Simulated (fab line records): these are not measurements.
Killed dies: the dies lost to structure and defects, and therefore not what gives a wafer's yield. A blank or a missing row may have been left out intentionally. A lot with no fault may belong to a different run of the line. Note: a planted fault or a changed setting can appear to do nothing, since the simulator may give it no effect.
Chamber matching    flow nand_harc    NHARC_P_M1_DEP_33 on pecvd-02: 3 sister chambers
The step deposits SiCN, target thk 30 nm. 6 wafers are shown with their chamber, then 12 later ones without.

== WAFERS WITH THEIR CHAMBER ==
wafer   chamber  heater_power_w (W)
L087.6  0        575
L090.4  1        491
L090.5  2        461
L091.1  0        652
L091.2  2        488
L091.3  1        446

== WAFERS MISSING THEIR CHAMBER ==
wafer   heater_power_w (W)
L092.4  426
L092.5  483
L092.6  598
L094.1  519
L094.2  593
L094.3  461
L097.2  437
L097.3  634
L097.5  621
L096.2  511
L096.3  637
L096.6  520

== WHICH CHAMBER EACH ONE RAN IN ==
wafer   from the rows above           in truth
L092.4  can't be placed: 1 or 2       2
L092.5  can't be placed: 2 or 1       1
L092.6  0                             0
L094.1  can't be placed: 2 or 1 or 0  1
L094.2  0                             0
L094.3  can't be placed: 1 or 2       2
L097.2  can't be placed: 1 or 2       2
L097.3  0                             0
L097.5  0                             0
L096.2  can't be placed: 2 or 1 or 0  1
L096.3  0                             0
L096.6  can't be placed: 2 or 1 or 0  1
Placed correctly: 5 of 12. These rows do not allow placing 7 (true chamber among the candidates in 7). Number placed wrongly: 0.
How it was worked out, from the rows above alone: a wafer's distance from a chamber is the root of the sum, over the readings, of the square of ((its reading less the chamber's mean) divided by the reading's scatter). The wafer belongs to the nearest chamber; if the next one is less than 2 further off, it can't be placed. A chamber's mean is the mean of its shown wafers. How the scatter is found: for the shown wafers, subtract from each reading the mean of its chamber, square and add these, divide the total by (wafers less chambers), then take the root.
